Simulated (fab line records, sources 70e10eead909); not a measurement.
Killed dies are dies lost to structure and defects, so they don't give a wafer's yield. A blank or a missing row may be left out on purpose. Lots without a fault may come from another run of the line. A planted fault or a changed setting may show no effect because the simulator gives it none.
Which tool did it? | flow nand_harc | 7 lots, 21 wafers sampled, at 1 step of a route of 1302

WHAT THE GAUGES READ, wafer by wafer
NHARC_A_ONON_D2_INSPECT_32.
lot  | measured     | on                | raw_defect_count
L310 | day 13 13:36 | defect_inspect-02 | 277 262 364
L317 | day 16 07:50 | defect_inspect-02 | 463 346 432
L324 | day 19 00:06 | defect_inspect-01 | 310 304 529
L326 | day 20 05:26 | defect_inspect-01 | 225 279 430
L327 | day 20 21:05 | defect_inspect-01 | 453 298 231
L330 | day 22 01:55 | defect_inspect-01 | 336 190 187
L332 | day 22 16:01 | defect_inspect-02 | 372 265 283

WHICH TOOL RAN EACH LOT (tool, then ch and the chambers of the sampled wafers, then the start)
The record holds no process step before these readings.

THE ANSWER, worked out from the rows above alone
Rule: what is usual is taken from the lots themselves. Put in order of their means at a reading, lots are off if they are a third of the lots or fewer, leave a main group of 4 or more, and stand apart from it by a gap of 3 or more times the standard deviation of the main group's means; of several such gaps the widest counts. A main group whose means are all the same, to the digits that the tables above print for the reading, isn't used. A lot without any number at a reading at which 4 lots or more have one is off too. The other lots that the step has rows for count as sound.
No lot is off at any reading shown: from this, nothing can be told.

WHAT THE SIMULATOR HAD PUT IN
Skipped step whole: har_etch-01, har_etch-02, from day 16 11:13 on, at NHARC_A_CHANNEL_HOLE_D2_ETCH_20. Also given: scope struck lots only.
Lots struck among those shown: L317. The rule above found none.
